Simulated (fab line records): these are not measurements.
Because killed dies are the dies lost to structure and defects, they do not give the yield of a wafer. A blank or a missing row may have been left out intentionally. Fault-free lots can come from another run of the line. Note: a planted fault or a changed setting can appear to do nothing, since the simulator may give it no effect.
Split-lot study ; flow n5-finfet ; 39 wafers read across 7 lots, on a route 1938 steps long

== ON THE SPLIT ==
At N5_BEOL_M6_HM_DEP_02 (deposits TiN, target thk 20 nm), the setting target-thk-a was moved away from the recipe's 200 angstrom on 9 of the 39 wafers read, by -53.0% to -24.8%. For the rest of the wafers, this setting stayed at what the recipe calls for.

== FROM THE SPLIT TO THE READING: what the file shows between them, 4 steps ==
- N5_BEOL_M6_COAT_59: time 60 s, resist thk 100 nm
- N5_BEOL_M6_COAT_60: time 60 s, resist thk 35 nm
- N5_BEOL_M6_STRIP_68: strips in N2/H2
- N5_BEOL_M6_STRIP_67: strips in CF4

== THE READING ==
oes-product-au, in a.u., at N5_BEOL_M6_HM_OPEN_17 (chemistry Cl2/BCl3, target TiN, target depth 20 nm, overetch 6 nm). On this fab line, fault-free wafers typically give 0.72 a.u. with a standard deviation of 0.045 a.u.

wafer;tool, chamber at the split;target-thk-a as run, angstrom;against the recipe;oes-product-au, a.u.;against lot-mates on the recipe
L075.1;pvd-sputter-02, -;94.01;-53.0%;0.53;-0.22
L075.2;pvd-sputter-02, -;94.01;-53.0%;0.54;-0.21
L075.3;pvd-sputter-02, -;200;recipe;0.74;-
L075.4;pvd-sputter-02, -;94.01;-53.0%;0.54;-0.21
L075.5;pvd-sputter-02, -;200;recipe;0.75;-
L075.6;pvd-sputter-02, -;200;recipe;0.75;-
L079.1;pvd-sputter-02, -;200;recipe;0.72;-
L079.2;pvd-sputter-02, -;200;recipe;0.65;-
L079.3;pvd-sputter-02, -;200;recipe;0.66;-
L079.4;pvd-sputter-02, -;200;recipe;0.73;-
L079.5;pvd-sputter-02, -;200;recipe;0.66;-
L079.6;pvd-sputter-02, -;200;recipe;0.73;-
L081.1;pvd-sputter-02, -;112.7;-43.6%;0.57;-0.19
L081.2;pvd-sputter-02, -;112.7;-43.6%;0.60;-0.16
L081.3;pvd-sputter-02, -;200;recipe;0.74;-
L081.4;pvd-sputter-02, -;200;recipe;0.79;-
L081.5;pvd-sputter-02, -;112.7;-43.6%;0.60;-0.16
L081.6;pvd-sputter-02, -;200;recipe;0.74;-
L085.1;pvd-sputter-01, -;150.4;-24.8%;0.56;-0.11
L085.2;pvd-sputter-01, -;150.4;-24.8%;0.62;-0.05
L085.3;pvd-sputter-01, -;200;recipe;0.72;-
L085.4;pvd-sputter-01, -;200;recipe;0.65;-
L085.5;pvd-sputter-01, -;200;recipe;0.64;-
L085.6;pvd-sputter-01, -;150.4;-24.8%;0.62;-0.05
L087.1;pvd-sputter-03, -;200;recipe;0.71;-
L087.2;pvd-sputter-03, -;200;recipe;0.64;-
L087.3;pvd-sputter-03, -;200;recipe;0.71;-
L087.4;pvd-sputter-03, -;200;recipe;0.63;-
L087.5;pvd-sputter-03, -;200;recipe;0.64;-
L087.6;pvd-sputter-03, -;200;recipe;0.71;-
L090.1;pvd-sputter-01, -;200;recipe;0.72;-
L090.2;pvd-sputter-01, -;200;recipe;0.71;-
L090.3;pvd-sputter-01, -;200;recipe;0.71;-
L090.4;pvd-sputter-01, -;200;recipe;0.72;-
L090.5;pvd-sputter-01, -;200;recipe;0.72;-
L090.6;pvd-sputter-01, -;200;recipe;0.71;-
L089.1;pvd-sputter-01, -;200;recipe;0.71;-
L089.2;pvd-sputter-01, -;200;recipe;0.72;-
L089.6;pvd-sputter-01, -;200;recipe;0.71;-

FIT RESULTS
A straight line over all 39 wafers: oes-product-au changes by +0.00307 a.u. for each +1% of target-thk-a; r = +0.83; the points scatter about the line by 0.038 a.u.
The same after taking each lot's own level away (the mean of its wafers on the recipe; 39 wafers): +0.00381 a.u. for each +1%; r = +0.93; scatter 0.027 a.u.
Per that fit: largest target-thk-a move, reading shift of 0.2 a.u.
The span of the lots' own levels, 0.670 to 0.757 a.u., comes to 1.9 times the standard deviation stated above.
In other words, the slope is changed by the lot-to-lot level; the two fits disagree.
Check: with one of the wafers moved furthest among these (-53.0%) left out of the fit, the line predicts -0.197 a.u. for it against its lot-mates. Against them it came out at -0.217 a.u.

== THESE WAFERS: OTHER SPLITS ==
Note: prior to the reading, these wafers also went through further splits. Each is held against what the fit with the lots' levels taken away leaves over:
other split on the same wafers;wafers away from the commonest value;r with oes-product-au (lot level and that fit taken away)
N5_FIN_SAQP_HM_DEP_72 target-thk-a;15;+0.02
N5_BEOL_M0_SAQP_SPACER1_ALD_98 ald-cycles;18;+0.12
N5_BEOL_M2_ILD_DEP_00 time-s;12;-0.07
N5_BEOL_M4_DEP_57 time-s;12;+0.01

== THE WHOLE CHAIN: every reading that the file lists as answering this split, in the file's order ==
step;what it does;reading;change (the file's fit);r (the file's)
N5_BEOL_M6_HM_DEP_02;deposits TiN, target thk 20 nm;TiN_of_BEOL_M6_HM_DEP_02.thk-nm (the simulator's own value, which no gauge read);+0.2 nm for each +1% of the setting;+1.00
N5_BEOL_M6_HM_OPEN_17;chemistry Cl2/BCl3, target TiN, target depth 20 nm, overetch 6 nm;oes-product-au;+0.00386 a.u. for each +1% of the setting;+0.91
N5_BEOL_M6_HM_OPEN_17;chemistry Cl2/BCl3, target TiN, target depth 20 nm, overetch 6 nm;etch.depth-nm (the simulator's own value, which no gauge read);+0.201 nm for each +1% of the setting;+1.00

== FILE'S OWN FIT ==
oes-product-au changes by +0.00386 a.u. for each +1% of target-thk-a, r = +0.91.
